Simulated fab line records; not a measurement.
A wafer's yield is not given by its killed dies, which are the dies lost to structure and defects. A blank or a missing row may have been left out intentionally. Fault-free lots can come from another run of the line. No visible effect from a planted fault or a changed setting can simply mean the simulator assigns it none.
Split-lot study | flow n5 finfet | 21 wafers read across 7 lots, on a route 1938 steps long

== THE SPLIT ITSELF ==
At N5_BEOL_M12_SPUTTER_43 (material TaN, target thk 15 nm, time 24.19 s), the setting power w was moved away from the recipe's 15000 W on 6 of the 21 wafers read, by -8.9% to +11.3%. This setting was run at the recipe's value on the other wafers.

The reading is taken at the split's own step.

== THE READING ==
TaN_of_BEOL_M12_SPUTTER_43.thk nm (the simulator's own value, which no gauge read), in nm, at N5_BEOL_M12_SPUTTER_43 (material TaN, target thk 15 nm, time 24.19 s). No usual value for it is given in the file. The 15 wafers here that ran the recipe average 15.1 nm, standard deviation 0.18 nm.

wafer  | tool, chamber at the split | power w as run, W | against the recipe | TaN_of_BEOL_M12_SPUTTER_43.thk nm, nm | against lot-mates on the recipe
L077.2 | pvd sputter-01, -          | 15000             | recipe             | 14.8                                  | -
L077.3 | pvd sputter-01, -          | 15000             | recipe             | 14.8                                  | -
L077.5 | pvd sputter-01, -          | 13670             | -8.9%              | 13.4                                  | -1.4
L079.2 | pvd sputter-02, -          | 15000             | recipe             | 15.2                                  | -
L079.6 | pvd sputter-02, -          | 15000             | recipe             | 15.2                                  | -
L079.4 | pvd sputter-02, -          | 13680             | -8.8%              | 13.8                                  | -1.4
L081.4 | pvd sputter-03, -          | 15000             | recipe             | 15.2                                  | -
L081.5 | pvd sputter-03, -          | 15000             | recipe             | 15.2                                  | -
L081.6 | pvd sputter-03, -          | 15000             | recipe             | 15.4                                  | -
L083.2 | pvd sputter-03, -          | 15000             | recipe             | 15.2                                  | -
L083.3 | pvd sputter-03, -          | 15000             | recipe             | 15.2                                  | -
L083.5 | pvd sputter-03, -          | 15000             | recipe             | 15.2                                  | -
L084.1 | pvd sputter-02, -          | 16130             | +7.5%              | 16.4                                  | +1.2
L084.4 | pvd sputter-02, -          | 15000             | recipe             | 15.2                                  | -
L084.6 | pvd sputter-02, -          | 16130             | +7.5%              | 16.2                                  | +1.0
L090.3 | pvd sputter-01, -          | 16700             | +11.3%             | 16.8                                  | +1.6
L090.4 | pvd sputter-01, -          | 16700             | +11.3%             | 16.6                                  | +1.4
L090.5 | pvd sputter-01, -          | 15000             | recipe             | 15.2                                  | -
L092.1 | pvd sputter-02, -          | 15000             | recipe             | 14.8                                  | -
L092.2 | pvd sputter-02, -          | 15000             | recipe             | 15.2                                  | -
L092.4 | pvd sputter-02, -          | 15000             | recipe             | 15                                    | -

FIT RESULTS
A straight line over all 21 wafers: TaN_of_BEOL_M12_SPUTTER_43.thk nm changes by +0.154 nm for each +1% of power w; r = +0.97; the points scatter about the line by 0.19 nm.
The same after taking each lot's own level away (the mean of its wafers on the recipe; 21 wafers): +0.144 nm for each +1%; r = +0.99; scatter 0.1 nm.
On that fit, the largest move of power w shifts the reading by 1.6 nm.
Across the lots, their own levels run from 14.80 to 15.27 nm, a range of 2.7 times the standard deviation given above.
So the lot-to-lot level changes the slope little: the two slopes agree.
Check: with one of the wafers moved furthest among these (+11.3%) left out of the fit, the line predicts +1.61 nm for it against its lot-mates. Against them it came out at +1.6 nm.

== OTHER SPLITS ON THESE WAFERS ==
Note: prior to the reading, these wafers also went through further splits. Each is held against what the fit with the lots' levels taken away leaves over:
other split on the same wafers    | wafers away from the commonest value | r with TaN_of_BEOL_M12_SPUTTER_43.thk nm (lot level and that fit taken away)
N5_BEOL_M7_VIA_ETCH_34 source w   | 4                                    | +0.38
N5_BEOL_M9_HM_DEP_02 target thk a | 7                                    | -0.25
N5_BEOL_M9_EXPOSE_25 dose mj      | 8                                    | +0.12
N5_BEOL_M10_EXPOSE_25 dose mj     | 9                                    | -0.25
N5_BEOL_M10_VIA_ETCH_34 time s    | 6                                    | +0.13
N5_BEOL_M11_TRENCH_ETCH_37 bias w | 7                                    | -0.40
N5_BEOL_M12_ETCH_68 time s        | 8                                    | +0.23

== FILE'S OWN FIT ==
TaN_of_BEOL_M12_SPUTTER_43.thk nm changes by +0.147 nm for each +1% of power w, r = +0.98.
